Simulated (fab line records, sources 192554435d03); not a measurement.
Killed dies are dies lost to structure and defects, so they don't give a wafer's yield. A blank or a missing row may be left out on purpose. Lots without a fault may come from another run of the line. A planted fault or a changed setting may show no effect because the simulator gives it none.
Split-lot experiment | flow n5_finfet | 7 lots, 21 wafers read, on a route of 1938 steps

THE SPLIT
At N5_PASSIVATION_ETCH_54 (etches SiO2 in CHF3/O2, target depth 880 nm, time 440 s), the setting source_w was moved away from the recipe's 650 W on 9 of the 21 wafers read, by -17.1% to +13.5%. The other wafers ran this setting at the recipe's value.

The reading is taken at the split's own step.

THE READING
rf_vpp_V, in V, at N5_PASSIVATION_ETCH_54 (etches SiO2 in CHF3/O2, target depth 880 nm, time 440 s). Fault-free wafers of this fab line usually give 526 V, standard deviation 9.8 V.

wafer  | tool, chamber at the split | source_w as run, W | against the recipe | rf_vpp_V, V | against lot-mates on the recipe
L074.2 | rie_diel-01, 0             | 650                | recipe             | 529         | -
L074.3 | rie_diel-01, 3             | 650                | recipe             | 530         | -
L074.4 | rie_diel-01, 2             | 650                | recipe             | 543         | -
L081.1 | rie_diel-03, 3             | 737.8              | +13.5%             | 504         | -33
L081.3 | rie_diel-03, 2             | 650                | recipe             | 537         | -
L081.5 | rie_diel-03, 0             | 737.8              | +13.5%             | 499         | -38
L079.3 | rie_diel-06, 2             | 734                | +12.9%             | 487         | -34
L079.4 | rie_diel-06, 0             | 650                | recipe             | 521         | -
L079.5 | rie_diel-06, 1             | 734                | +12.9%             | 491         | -30
L082.1 | rie_diel-06, 1             | 539.1              | -17.1%             | 571         | +48
L082.2 | rie_diel-06, 2             | 650                | recipe             | 516         | -
L082.4 | rie_diel-06, 3             | 650                | recipe             | 529         | -
L083.2 | rie_diel-01, 0             | 650                | recipe             | 530         | -
L083.4 | rie_diel-01, 1             | 650                | recipe             | 511         | -
L083.5 | rie_diel-01, 1             | 616.3              | -5.2%              | 526         | +6
L087.2 | rie_diel-06, 0             | 650                | recipe             | 521         | -
L087.4 | rie_diel-06, 3             | 605.2              | -6.9%              | 547         | +28
L087.5 | rie_diel-06, 2             | 650                | recipe             | 518         | -
L097.1 | rie_diel-03, 3             | 722.1              | +11.1%             | 510         | -26
L097.3 | rie_diel-03, 2             | 722.1              | +11.1%             | 510         | -26
L097.6 | rie_diel-03, 2             | 650                | recipe             | 536         | -

THE FIT
A straight line over all 21 wafers: rf_vpp_V changes by -2.24 V for each +1% of source_w; r = -0.89; the points scatter about the line by 9.1 V.
The same after taking each lot's own level away (the mean of its wafers on the recipe; 21 wafers): -2.63 V for each +1%; r = -0.97; scatter 5.6 V.
On that fit, the largest move of source_w shifts the reading by 45 V.
The lots' own levels span 519.5 to 537.0 V, that is 1.8 times the standard deviation above.
So the lot-to-lot level changes the slope: the two fits differ.
Check: with one of the wafers moved furthest among these (-17.1%) left out of the fit, the line predicts +43.9 V for it against its lot-mates. It came out at +48.5 V against them.
Tool readings at the split's step, against how far the setting was moved: rf_vpp_V r = -0.89.

OTHER SPLITS ON THESE WAFERS
These wafers also went through other splits before the reading. Each is held against what the fit with the lots' levels taken away leaves over:
other split on the same wafers | wafers away from the commonest value | r with rf_vpp_V (lot level and that fit taken away)
N5_BEOL_M14_PEB_26 peb_temp_c  | 7                                    | +0.01
N5_BEOL_M15_COAT_04 spin_rpm   | 7                                    | +0.33
N5_MIM_BOT_SPUTTER_00 time_s   | 3                                    | +0.08
N5_PASSIVATION_PECVD_35 time_s | 3                                    | -0.07

THE FILE'S OWN FIT
rf_vpp_V changes by -2.67 V for each +1% of source_w, r = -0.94.
